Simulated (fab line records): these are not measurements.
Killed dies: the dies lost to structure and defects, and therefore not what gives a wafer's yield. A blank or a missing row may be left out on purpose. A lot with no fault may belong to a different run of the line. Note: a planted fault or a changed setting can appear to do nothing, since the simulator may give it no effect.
Problem report, 8D (eight disciplines) form, completed by code || flow n5_finfet || the parts of the form that need people (team, actions taken, sign-off) are left out

## 1. WHAT IS WRONG
At N5_BEOL_M0_SAQP_COAT_08, spin_speed_rpm averages 1547.0 rpm over 6 wafers from 2 lots, while fault-free wafers read 1500.2 rpm, standard deviation 0.97. Relative to the usual mean, that is a shift of +48 standard deviations.
The step: resist thk 90 nm.
Earliest sighting: wafer L916.2 on litho_track-04 at day 8 06:38. The record holds 18 wafers of 6 lots with a number at this step. The rule behind "out" and "out of limits": a value lying over 4 standard deviations away from the usual mean. Any other wafer with a number is counted as sound.

## 2. WHAT IT IS AND WHAT IT IS NOT
{"question": "which readings at this step", "is": "spin_speed_rpm", "is not": "-"}
{"question": "which lots", "is": "L916, L917", "is not": "L908, L909, L922, L927"}
{"question": "which wafers of those lots", "is": "all that have a number", "is not": "-"}
{"question": "read on which tools", "is": "litho_track-04", "is not": "litho_track-01, litho_track-05"}
{"question": "when", "is": "from day 8 06:38", "is not": "up to then (6 sound wafers); but 6 sound wafers of L922, L927 came after"}

## 3. SUSPECTS, AND WHAT RULES EACH OUT
Counting: any tool at a process step up to the reading is kept as a suspect provided that every lot that is out went through it and no sound lot did after the first of them.
- litho_track-04 at N5_BEOL_M0_SAQP_COAT_08 (resist thk 90 nm): kept. Every lot that is out went through it, starting with L916 (day 8 06:38), and after that it ran no sound lot; the last sound lot it ran before then is L908 (day 6 07:56). Its own readings are out on those wafers: spin_speed_rpm.
After counting, what remains is litho_track-04 at N5_BEOL_M0_SAQP_COAT_08.

## 4. THE CAUSE (what the simulator had put in)
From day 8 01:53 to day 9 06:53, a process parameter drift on litho_track-04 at N5_BEOL_M0_SAQP_COAT_08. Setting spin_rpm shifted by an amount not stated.
Only this tool survived the counting.

## 5. THE CHAIN OF EFFECTS, in route order
Rows list readings where the struck wafers' mean (over those with a number) sits beyond 3 standard deviations from the usual. Scope: only readings with a usual standard deviation given in the record; hours: median across lots of the time from each lot's start at the first step in this table that gives one to its start at this step; sigmas: change in usual standard deviations.
{"hours": 0, "step": "N5_BEOL_M0_SAQP_COAT_08", "reading": "spin_speed_rpm", "usual": "1500.2 rpm", "on struck wafers": 1547.0, "change": "+46.8", "sigmas": "+48"}
Process steps it contains:
- N5_BEOL_M0_SAQP_COAT_08: resist thk 90 nm.
At these later measuring or inspecting steps, every struck wafer for which the step has a row has a number for every such reading, and none has moved that far: N5_BEOL_M0_SAQP_CD_MEAS_14, N5_BEOL_M0_SAQP_OVL_MEAS_15, N5_BEOL_M0_SAQP_INSPECT_16, N5_BEOL_M4_RC_MEAS_101.

## 6. HOW IT WOULD HAVE BEEN CAUGHT EARLIER
First out-of-limits reading in this record: day 8 06:38, which is 5 hours after fault onset at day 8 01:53.
